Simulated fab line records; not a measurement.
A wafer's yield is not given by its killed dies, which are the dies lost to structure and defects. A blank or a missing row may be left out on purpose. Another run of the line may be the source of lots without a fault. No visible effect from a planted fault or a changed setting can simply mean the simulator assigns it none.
fab line records	flow nand_harc
[record] lots = 6	wafers = 18	last_day = 33
route steps=1302 shown A_CONTACT@1002 END@1302
lots with no fault: from the same line, run without faults
start_h: hours from the record's opening day to when the first of the lot's shown wafers began	wait_h: time in hours since the lot's previous step	" the same as in the row above	L1.1+2: a row that stands for several wafers	- no value present, or no start provided	* or withheld: withheld	< > ~ a bound
route shown NAME@n: names a module that has steps shown in the file, with the first one's number in the route	usual: average and standard deviation across the fault-free wafers	same: alike in all rows	chamber/n: place in a boat	sites: each site's reading	_std_site: how widely they spread, as a standard deviation	_edge_site: mean of outer sites minus mean of inner sites	radius_mm: for every site, how far away it sits from the centre of the wafer	mask NAME#n: copy n	behind: the tool/chamber that last shaped the wafer	hold: cause of the lot's hold/its duration in hours/its outcome	device: transistor that didn't switch, given as n, p or np	end of line: tests of these same wafers at the route's end	for a step that has no rows: nothing shown but its recipe	killed: the dies lost at the first sort to structure and to defects; this is not the yield of the wafer	map: a wafer's dies, x killed, . not, _ none there
set.NAME: setting as actually run; set.NAME@STEP: the setting as run at that earlier step	model.NAME: the simulator's own value behind a step, which no gauge read
certain route steps with their lots: each step a table, each wafer a row
services: the hour from which a tool's chamber was out of use, counted from the record's first day as start_h (under 0 if before that day), plus the number of hours and why
[[steps]]
[step NHARC_A_CONTACT_ETCH_49]
[recipe] target_depth_a = 2600	over_etch_frac = 0.3	time_s = 475.3	ion_energy_ev = 200	n2_flow_sccm = 150	h2_flow_sccm = 150	ar_flow_sccm = 0	rf_w = 400	bias_w = 150	chemistry = N2/H2
[step NHARC_A_CONTACT_ETCH_50]
[recipe] target_depth_a = 1210	time_s = 60.5	cf4_flow_sccm = 100	chf3_flow_sccm = 30	ar_flow_sccm = 0	rf_w = 500	bias_w = 200	chemistry = CF4/CHF3
[usual] drypump_motor_current_A = 5.8/0.35	oes_product_au = 0.943/0.024	rf_vpp_V = 369.3/2.9	showerhead_plenum_p_Torr = 1.54/0.081	throttle_valve_pct = 16.802/0.0092
lot.wafer	tool	chamber	start_h	wait_h	drypump_motor_current_A	oes_product_au	rf_hours_counter_h	rf_vpp_V	showerhead_plenum_p_Torr	throttle_valve_pct
L551.4	rie_diel-06	2	-	-	5.2	0.936	14	373.9	1.68	16.821
L551.3	"	0	"	"	5.7	0.965	16	371.2	1.61	16.810
L551.6	"	3	"	"	6.0	0.987	-	371.7	1.60	16.808
L558.1	rie_diel-02	2	-	-	5.8	0.969	4	367.8	1.46	16.808
L558.2	"	3	"	"	5.9	0.963	3	368.5	1.48	16.817
L558.6	"	2	"	"	5.8	0.972	-	366.2	1.46	16.805
L559.1	rie_diel-01	0	-	-	5.0	0.936	17	368.7	1.54	16.796
L559.3	"	1	"	"	6.4	0.925	17	371.4	1.60	16.817
L559.5	"	2	"	"	5.7	0.947	-	369.5	1.50	16.795
L567.3	rie_diel-02	0	-	-	6.0	0.948	17	373.2	1.65	16.805
L567.2	"	2	"	"	5.8	0.963	18	366.4	1.46	16.805
L567.5	"	0	"	"	6.0	0.948	-	373.7	1.66	16.798
L568.3	rie_diel-02	1	-	-	5.7	0.981	19	368.5	1.47	16.808
L568.4	"	3	"	"	5.8	0.944	16	366.9	1.47	16.798
L568.6	"	1	"	"	5.7	0.977	-	367.7	1.47	16.808
L569.2	rie_diel-02	1	-	-	5.7	0.987	24	366.9	1.47	16.793
L569.3	"	2	"	"	5.8	0.959	24	366.9	1.46	16.797
L569.6	"	1	"	"	5.7	0.976	-	368.2	1.47	16.801
[step NHARC_A_CONTACT_ETCH_51]
[recipe] target_depth_a = 70000	over_etch_frac = 0.3	time_s = 1820	ion_energy_ev = 150	o2_flow_sccm = 400	cos_flow_sccm = 20	ar_flow_sccm = 0	rf_w = 500	bias_w = 300	chemistry = O2/COS
[step NHARC_A_CONTACT_ETCH_111]
[recipe] source_w = withheld	pressure_mtorr = 20	bias_v = withheld	time_s = 140	target_depth_a = 7000	ar_flow_sccm = withheld	c4f8_flow_sccm = withheld	o2_flow_sccm = withheld	chemistry = C4F8/O2/Ar
[step NHARC_A_CONTACT_ETCH_112]
[recipe] source_w = withheld	pressure_mtorr = 20	bias_v = 3000	time_s = 190	target_depth_a = 18500	ar_flow_sccm = withheld	c4f8_flow_sccm = withheld	o2_flow_sccm = withheld	chemistry = C4F8/O2/Ar
[step NHARC_A_CONTACT_ETCH_113]
[recipe] source_w = withheld	pressure_mtorr = 20	bias_v = 3000	time_s = 190	target_depth_a = 18500	ar_flow_sccm = withheld	c4f8_flow_sccm = withheld	o2_flow_sccm = withheld	chemistry = C4F8/O2/Ar
lot.wafer	tool	chamber	start_h	wait_h	rf_hours_counter_h
L551.3	har_cap_etch-03	1	540.47	0.1	-
L551.4	"	0	"	"	-
L551.6	"	1	"	"	-
L558.1	har_cap_etch-01	1	596.11	0.1	16
L558.2	"	0	"	"	16
L558.6	"	0	"	"	-
L559.1	har_cap_etch-01	1	611.24	0.1	18
L559.3	"	1	"	"	-
L559.5	"	0	"	"	-
L567.2	har_cap_etch-01	0	682.88	0.1	32
L567.3	"	0	"	"	-
L567.5	"	1	"	"	-
L568.3	har_cap_etch-01	0	695.57	0.1	-
L568.4	"	1	"	"	-
L568.6	"	1	"	"	-
L569.2	har_cap_etch-03	0	711.49	0.1	79
L569.3	"	1	"	"	-
L569.6	"	1	"	"	-
[step NHARC_A_CONTACT_ETCH_114]
[recipe] source_w = withheld	pressure_mtorr = 20	bias_v = 3000	time_s = 190	target_depth_a = 18500	ar_flow_sccm = withheld	c4f8_flow_sccm = withheld	o2_flow_sccm = withheld	chemistry = C4F8/O2/Ar
lot.wafer	tool	chamber	start_h	wait_h	rf_hours_counter_h
L551.3	har_cap_etch-03	1	540.64	0.1	-
L551.4	"	0	"	"	-
L551.6	"	1	"	"	-
L558.1	har_cap_etch-01	1	596.28	0.1	16
L558.2	"	0	"	"	16
L558.6	"	0	"	"	-
L559.1	har_cap_etch-01	1	611.42	0.1	18
L559.3	"	1	"	"	-
L559.5	"	0	"	"	-
L567.2	har_cap_etch-01	0	683.05	0.1	32
L567.3	"	0	"	"	-
L567.5	"	1	"	"	-
L568.3	har_cap_etch-01	0	695.74	0.1	-
L568.4	"	1	"	"	-
L568.6	"	1	"	"	-
L569.2	har_cap_etch-03	0	711.67	0.1	79
L569.3	"	1	"	"	-
L569.6	"	1	"	"	-
[step NHARC_A_CONTACT_ETCH_115]
[recipe] source_w = withheld	pressure_mtorr = 20	bias_v = 3000	time_s = 190	target_depth_a = 18500	ar_flow_sccm = withheld	c4f8_flow_sccm = withheld	o2_flow_sccm = withheld	chemistry = C4F8/O2/Ar
[step NHARC_A_CONTACT_ETCH_116]
[recipe] source_w = withheld	pressure_mtorr = 20	bias_v = 3000	time_s = 190	target_depth_a = 18500	ar_flow_sccm = withheld	c4f8_flow_sccm = withheld	o2_flow_sccm = withheld	chemistry = C4F8/O2/Ar
[step NHARC_A_CONTACT_ETCH_117]
[recipe] source_w = withheld	pressure_mtorr = 20	bias_v = 3000	time_s = 190	target_depth_a = 18500	ar_flow_sccm = withheld	c4f8_flow_sccm = withheld	o2_flow_sccm = withheld	chemistry = C4F8/O2/Ar
[step NHARC_A_CONTACT_ETCH_118]
[recipe] source_w = withheld	pressure_mtorr = 20	bias_v = 3000	time_s = 190	target_depth_a = 18500	ar_flow_sccm = withheld	c4f8_flow_sccm = withheld	o2_flow_sccm = withheld	chemistry = C4F8/O2/Ar
[step NHARC_A_CONTACT_ETCH_119]
[recipe] source_w = withheld	pressure_mtorr = 20	bias_v = 3000	time_s = 190	target_depth_a = 18500	ar_flow_sccm = withheld	c4f8_flow_sccm = withheld	o2_flow_sccm = withheld	chemistry = C4F8/O2/Ar
[step NHARC_A_CONTACT_ETCH_120]
[recipe] source_w = withheld	pressure_mtorr = 20	bias_v = 3000	time_s = 190	target_depth_a = 18500	ar_flow_sccm = withheld	c4f8_flow_sccm = withheld	o2_flow_sccm = withheld	chemistry = C4F8/O2/Ar
lot.wafer	tool	chamber	start_h	wait_h	rf_hours_counter_h
L551.3	har_cap_etch-03	1	541.67	0.1	-
L551.4	"	0	"	"	-
L551.6	"	1	"	"	-
L558.1	har_cap_etch-01	1	597.30	0.1	17
L558.2	"	0	"	"	17
L558.6	"	0	"	"	-
L559.1	har_cap_etch-01	1	612.45	0.1	19
L559.3	"	1	"	"	-
L559.5	"	0	"	"	-
L567.2	har_cap_etch-01	0	684.09	0.1	33
L567.3	"	0	"	"	-
L567.5	"	1	"	"	-
L568.3	har_cap_etch-01	0	696.76	0.1	-
L568.4	"	1	"	"	-
L568.6	"	1	"	"	-
L569.2	har_cap_etch-03	0	712.70	0.1	80
L569.3	"	1	"	"	-
L569.6	"	1	"	"	-
[step NHARC_A_CONTACT_ETCH_121]
[recipe] source_w = withheld	pressure_mtorr = 20	bias_v = 3000	time_s = 190	target_depth_a = 18500	ar_flow_sccm = withheld	c4f8_flow_sccm = withheld	o2_flow_sccm = withheld	chemistry = C4F8/O2/Ar
[step NHARC_A_CONTACT_ETCH_122]
[recipe] source_w = withheld	pressure_mtorr = 20	bias_v = 3000	time_s = 190	target_depth_a = 18500	ar_flow_sccm = withheld	c4f8_flow_sccm = withheld	o2_flow_sccm = withheld	chemistry = C4F8/O2/Ar
lot.wafer	tool	chamber	start_h	wait_h	rf_hours_counter_h
L551.3	har_cap_etch-03	1	542.02	0.1	-
L551.4	"	0	"	"	-
L551.6	"	1	"	"	-
L558.1	har_cap_etch-01	1	597.64	0.1	17
L558.2	"	0	"	"	17
L558.6	"	0	"	"	-
L559.1	har_cap_etch-01	1	612.79	0.1	20
L559.3	"	1	"	"	-
L559.5	"	0	"	"	-
L567.2	har_cap_etch-01	0	684.43	0.1	33
L567.3	"	0	"	"	-
L567.5	"	1	"	"	-
L568.3	har_cap_etch-01	0	697.11	0.1	-
L568.4	"	1	"	"	-
L568.6	"	1	"	"	-
L569.2	har_cap_etch-03	0	713.04	0.1	80
L569.3	"	1	"	"	-
L569.6	"	1	"	"	-
[step NHARC_A_CONTACT_ETCH_123]
[recipe] source_w = withheld	pressure_mtorr = 20	bias_v = 400	time_s = 490	target_depth_a = 21100	ar_flow_sccm = withheld	c4f8_flow_sccm = 11.5	o2_flow_sccm = 7.2	chemistry = C4F8/O2/Ar
[step NHARC_A_CONTACT_ETCH_90]
[recipe] target_depth_a = 400	over_etch_frac = 0.5	time_s = 85.7	ion_energy_ev = 120	ch3f_flow_sccm = 50	o2_flow_sccm = 30	ar_flow_sccm = 200	rf_w = 500	bias_w = 100	chemistry = CH3F/O2
[step NHARC_A_CONTACT_ETCH_96]
[recipe] target_depth_a = 200	over_etch_frac = 0.5	time_s = 10	ion_energy_ev = 250	c4f6_flow_sccm = 25	o2_flow_sccm = 20	ar_flow_sccm = 500	rf_w = 600	bias_w = 500	chemistry = C4F6/O2
[step NHARC_A_CONTACT_CD_MEAS_53]
[usual] cd_nm = 289.5/0.8
lot.wafer	tool	chamber	start_h	wait_h	cd_nm
L551.3	cd_sem-01	-	543.33	-	290.6
L551.4	"	-	"	"	290.0
L551.6	"	-	"	"	289.8
L558.1	cd_sem-01	-	599.00	-	289.4
L558.2	"	-	"	"	289.7
L558.6	"	-	"	"	289.4
L559.1	cd_sem-03	-	614.15	-	288.4
L559.3	"	-	"	"	287.6
L559.5	"	-	"	"	289.2
L567.2	cd_sem-01	-	685.80	-	290.8
L567.3	"	-	"	"	290.1
L567.5	"	-	"	"	290.9
L568.3	cd_sem-03	-	698.43	-	289.5
L568.4	"	-	"	"	291.0
L568.6	"	-	"	"	290.9
L569.2	cd_sem-01	-	714.46	-	291.0
L569.3	"	-	"	"	290.1
L569.6	"	-	"	"	290.3
[step NHARC_A_CONTACT_STRIP_99]
[recipe] n2_flow_sccm = 150	h2_flow_sccm = 150	ar_flow_sccm = 0	bias_w = 0	chemistry = N2/H2
[step NHARC_A_CONTACT_STRIP_100]
[recipe] cf4_flow_sccm = 100	chf3_flow_sccm = 30	ar_flow_sccm = 0	bias_w = 0	chemistry = CF4/CHF3
[step NHARC_A_CONTACT_STRIP_101]
[recipe] o2_flow_sccm = 400	cos_flow_sccm = 20	ar_flow_sccm = 0	bias_w = 0	chemistry = O2/COS
[step NHARC_A_CONTACT_ETCH_102]
[recipe] target_depth_a = 1000	overetch_a = 100	time_s = 55	ion_energy_ev = 100	cf4_flow_sccm = 80	o2_flow_sccm = 20	ar_flow_sccm = 0	rf_w = 300	bias_w = 100	chemistry = CF4/O2
[usual] drypump_motor_current_A = 5.8/0.4	oes_product_au = 0.996/0.012	rf_vpp_V = 197.3/1.7	showerhead_plenum_p_Torr = 1.32/0.073	throttle_valve_pct = 13.397/0.0079
lot.wafer	tool	chamber	start_h	wait_h	drypump_motor_current_A	oes_product_au	rf_hours_counter_h	rf_vpp_V	showerhead_plenum_p_Torr	throttle_valve_pct
L551.3	rie_diel-02	2	544.09	0.4	5.8	1.020	22	195.8	1.24	13.387
L551.4	"	0	"	"	6.0	0.984	-	199.3	1.41	13.392
L551.6	"	1	"	"	5.7	1.001	-	196.3	1.25	13.394
L558.2	rie_diel-02	0	599.31	0.1	6.0	1.015	4	198.7	1.41	13.399
L558.1	"	1	"	"	5.7	0.994	4	196.7	1.25	13.398
L558.6	"	2	"	"	5.8	1.011	-	196.5	1.24	13.401
L559.3	rie_diel-01	0	614.47	0.1	5.0	0.999	19	196.7	1.30	13.401
L559.1	"	2	"	"	5.7	0.993	10	195.9	1.27	13.393
L559.5	"	0	"	"	5.0	1.001	-	197.9	1.30	13.418
L567.3	rie_diel-06	0	686.10	0.1	5.7	1.006	6	198.0	1.36	13.391
L567.2	"	1	"	"	6.8	0.982	6	198.6	1.41	13.396
L567.5	"	2	"	"	5.2	0.988	-	199.1	1.42	13.388
L568.4	rie_diel-01	0	698.72	0.0	5.0	1.005	46	195.0	1.30	13.374
L568.3	"	1	"	"	6.4	0.985	44	197.7	1.35	13.395
L568.6	"	1	"	"	6.4	0.985	-	198.4	1.35	13.408
L569.3	rie_diel-02	3	714.89	0.0	5.8	0.984	22	194.6	1.25	13.384
L569.2	"	1	"	"	5.7	1.003	25	197.0	1.24	13.401
L569.6	"	3	"	"	5.8	0.989	-	194.8	1.25	13.395
[step NHARC_A_CONTACT_STRIP_55]
[recipe] o2_flow_sccm = 500	ar_flow_sccm = 0	bias_w = 0	chemistry = O2
[step NHARC_A_CONTACT_STRIP_56]
[recipe] time_s = 600	temp_c = 30	chemistry = post_etch_residue_remover
[step NHARC_A_CONTACT_DEP_57]
[recipe] target_thk_a = 53000	temp_c = 400	material = aC
[step NHARC_A_CONTACT_DEP_58]
[recipe] target_thk_a = 900	target_thk_nm = 90	temp_c = 400	pressure_torr = 3.5	flow_sccm = 200	rf_w = 350	material = SiON
[step NHARC_A_CONTACT_DEHYDRATE_59]
[recipe] temp_c = 150	time_s = 120
[step NHARC_A_CONTACT_HMDS_60]
[recipe] time_s = 30
[step NHARC_A_CONTACT_COAT_61]
[recipe] temp_c = 260	time_s = 75
[step NHARC_A_CONTACT_COAT_62]
[recipe] temp_c = 225	time_s = 65
[step NHARC_A_CONTACT_COAT_63]
[recipe] spin_rpm = 1500	resist_thk_nm = 90
[step NHARC_A_CONTACT_SOFTBAKE_64]
[recipe] temp_c = 105	time_s = 55
[step NHARC_A_CONTACT_EBR_65]
[step NHARC_A_CONTACT_EXPOSE_66]
[recipe] na = 1.35	sigma_outer = 0.8	dose_mj = 59.02	mask_id = A_CC_2
[step NHARC_A_CONTACT_PEB_67]
[recipe] peb_temp_c = 100	peb_time_s = 65
[step NHARC_A_CONTACT_DEVELOP_68]
[recipe] develop_time_s = 35	dev_temp_c = 23
[step NHARC_A_CONTACT_CD_MEAS_69]
[recipe] target_cd_nm = 300	landing_energy_ev = 500
[usual] cd_nm = 300.1/0.71
lot.wafer	tool	chamber	start_h	wait_h	cd_nm
L551.3	cd_sem-01	0	551.60	-	299.9
L551.4	"	0	"	"	300.1
L551.6	"	0	"	"	298.6
L558.1	cd_sem-01	0	604.44	-	300.7
L558.2	"	0	"	"	300.8
L558.6	"	0	"	"	299.5
L559.1	cd_sem-01	0	618.98	-	300.8
L559.3	"	0	"	"	300.5
L559.5	"	0	"	"	300.5
L567.2	cd_sem-02	0	690.70	-	301.3
L567.3	"	0	"	"	301.3
L567.5	"	0	"	"	301.0
L568.3	cd_sem-03	0	704.20	-	299.2
L568.4	"	0	"	"	299.5
L568.6	"	0	"	"	298.7
L569.2	cd_sem-03	0	719.54	-	300.5
L569.3	"	0	"	"	300.5
L569.6	"	0	"	"	299.8
[step NHARC_A_CONTACT_OVL_MEAS_70]
[usual] overlay_x_nm = -0.2/0.84	overlay_y_nm = -0.2/0.87
lot.wafer	tool	chamber	start_h	wait_h	overlay_x_nm	overlay_y_nm
L551.3	overlay-01	-	551.69	-	1.1	-1.1
L551.4	"	-	"	"	1.3	-1.2
L551.6	"	-	"	"	1.3	-0.9
L558.1	overlay-02	-	604.53	-	0.1	-1.6
L558.2	"	-	"	"	0.4	-0.9
L558.6	"	-	"	"	0.0	-1.4
L559.1	overlay-02	-	619.07	-	-1.0	0.8
L559.3	"	-	"	"	-1.4	0.5
L559.5	"	-	"	"	-1.2	-0.3
L567.2	overlay-01	-	690.79	-	-1.0	-0.3
L567.3	"	-	"	"	-0.7	-0.4
L567.5	"	-	"	"	-0.9	-0.3
L568.3	overlay-01	-	704.29	-	0.0	-0.1
L568.4	"	-	"	"	0.4	-0.6
L568.6	"	-	"	"	0.3	-0.3
L569.2	overlay-01	-	719.63	-	-0.9	1.0
L569.3	"	-	"	"	-0.9	0.7
L569.6	"	-	"	"	-1.2	1.1
[step NHARC_A_CONTACT_DESCUM_74]
[recipe] time_s = 3	o2_flow_sccm = 200	ar_flow_sccm = 0	bias_power_w = 0	chemistry = O2
[step NHARC_A_CONTACT_ETCH_75]
[recipe] target_depth_a = 390	over_etch_frac = 0.3	time_s = 65	ion_energy_ev = 80	cf4_flow_sccm = 150	ar_flow_sccm = 0	rf_w = 300	bias_w = 100	chemistry = CF4
[step NHARC_END_SORT_01]
[recipe] temp_c = 25
[usual] killed_at_array = 47/18	killed_at_other = 0.9/1.1	killed_at_periphery = 4/3.1	killed_dies = 52/18	killed_open = 3.1/1.5	killed_short = 2.4/1.5
[same] gross_dies = 677
lot.wafer	tool	chamber	start_h	wait_h	killed_at_array	killed_at_other	killed_at_periphery	killed_dies	killed_open	killed_short
L558.2	prober-01	0	663.94	2.8	127	0	9	136	3	1
L558.6	prober-01	0	667.17	4.0	131	1	7	139	2	4
L559.5	prober-01	0	688.43	3.7	117	0	0	117	3	1
// killed by level:class
L558.2 A_CONTACT:unspecified=82 A_SLIT:chamber_film_flake=25 A_STAIRCASE:chamber_film_flake=7 A_CHANNEL_HOLE_D1:chamber_film_flake=5 P_GATE:chamber_film_flake=3 A_CONTACT:chamber_film_flake=3 P_ZERO_WELL:chamber_film_flake=2 P_M0:chamber_film_flake=2
L558.6 A_CONTACT:unspecified=87 A_SLIT:chamber_film_flake=23 A_STAIRCASE:chamber_film_flake=5 A_CHANNEL_HOLE_D1:chamber_film_flake=4 A_CONTACT:chamber_film_flake=4 A_ONON_D1:geometric_particle:short=2 A_ONON_D1:geometric_particle:open=2 P_STI:chamber_film_flake=2
L559.5 A_CONTACT:unspecified=89 A_CHANNEL_HOLE_D2:chamber_film_flake=14 A_CHANNEL_HOLE_D1:chamber_film_flake=2 A_DECK1_JOINT:chamber_film_flake=2 A_SLIT:chamber_film_flake=2 A_ONON_D1:geometric_particle:open=1 A_CHANNEL_FILL_D1:geometric_particle:open=1 A_ONON_D2:geometric_particle:short=1
// map L558.6 (x killed, . not)
____________.____________
_________......._________
_______..........._______
______.............______
_____..............._____
____.................____
____...x.............____
___...................___
___.................xx___
__.........x...........__
__.....................__
_......x..........x....._
_.........x............._
_......................._
_......xx..............._
_x.........xx.......x..._
......xxx..x.............
xx....xxxxxxx.x..........
......xxxxxxx............
.x...xxxxxxxx.........x..
.....xxxxxxxx...x.......x
_x.x.xxxxxxxxx.........._
_..x.xxxxxxx.x.........._
_....xxxxxxxx..........._
_....xxxxxxxx..........._
_.....xxxxxx..........x._
__.....xxxxxx..........__
__......xx....x........__
___..xx..x...x......x.___
___...x...x...........___
____.xxxxx...x.......____
____x.xxx.x..........____
_____.xx.xx.x......._____
______xxxxx........______
_______xxxx......._______
_________x......_________
____________.____________
// map L559.5 (x killed, . not)
____________.____________
_________......._________
_______..........._______
______.............______
_____..............._____
____.................____
____..............x..____
___...................___
___...................___
__....x...x............__
__.....................__
_......................._
_......................._
_......x......x........._
_.......x..............._
_......xxx.x............_
........xxx..............
......xxxxxx.x...........
......xxxxxxx.....x......
.....xxxxxxxx............
...x.xxxxxxxx............
_....xxxxxxxx..........._
_....xxxxxxx............_
_...x.xxxxxxx..........._
_...xxxxxxxxxx.x........_
_.....xxxxxxx.x....x.x.._
__....xxxxxx..........x__
__....x..x...x.....xxxx__
___......x..x.x....xxx___
___......x...x.....xxx___
____..............x.x____
____.............x...____
_____..............._____
______.............______
_______..........._______
_________......._________
____________.____________
[[services]]
tool	chamber	start_h	hours	kind
rie_diel-02	0	525.81	-	clean
rie_diel-02	1	525.81	-	clean
rie_diel-02	2	525.81	-	clean
rie_diel-02	3	525.81	-	clean
rie_diel-02	3	533.19	15.8	repair
rie_diel-02	0	550.63	-	clean
rie_diel-02	1	550.63	-	clean
rie_diel-02	2	550.63	-	clean
rie_diel-02	3	550.63	-	clean
rie_diel-01	-	558.16	9.0	pm
rie_diel-02	-	571.27	9.0	pm
rie_diel-02	0	571.27	9.0	vent_cycle
rie_diel-02	1	571.27	9.0	vent_cycle
rie_diel-02	2	571.27	9.0	vent_cycle
rie_diel-02	3	571.27	9.0	vent_cycle
rie_diel-02	0	580.27	-	clean
rie_diel-02	1	580.27	-	clean
rie_diel-02	2	580.27	-	clean
rie_diel-02	3	580.27	-	clean
rie_diel-02	0	604.77	-	clean
rie_diel-06	0	608.46	4.5	repair
rie_diel-02	3	610.42	14.1	repair
rie_diel-01	1	638.37	6.7	repair
rie_diel-06	-	661.47	9.0	pm
[[key]]
[first_sign] step = NHARC_END_SORT_01	reading = killed_at_array	direction = up	sigmas = 4.4	usual = 47	struck = 125
[effect] step = NHARC_END_SORT_01	reading = killed_dies	direction = up	sigmas = 4.3	usual = 52	struck = 131
[more_kills_born_at] NHARC_A_CONTACT_ETCH_120@har_cap_etch-01 = 258
met_at NHARC_A_CONTACT_ETCH_120
struck_wafers L558.2,L558.6,L559.5
tester_left_out L558,L559
[fault] kind = chamber_particle_source	tool = har_cap_etch-01	chamber = 0	onset_h = 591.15	steps = NHARC_A_CONTACT_ETCH_120	rate_per_visit_cm2 = 0.91454	end_h = 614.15
// tester_left_out: of these lots the tester's yield and bins aren't shown, on N5 and GAA mostly nor the transistor test; their killed dies are dies lost to structure and defects alone, not to doping, threshold or leakage, so they don't give the yield
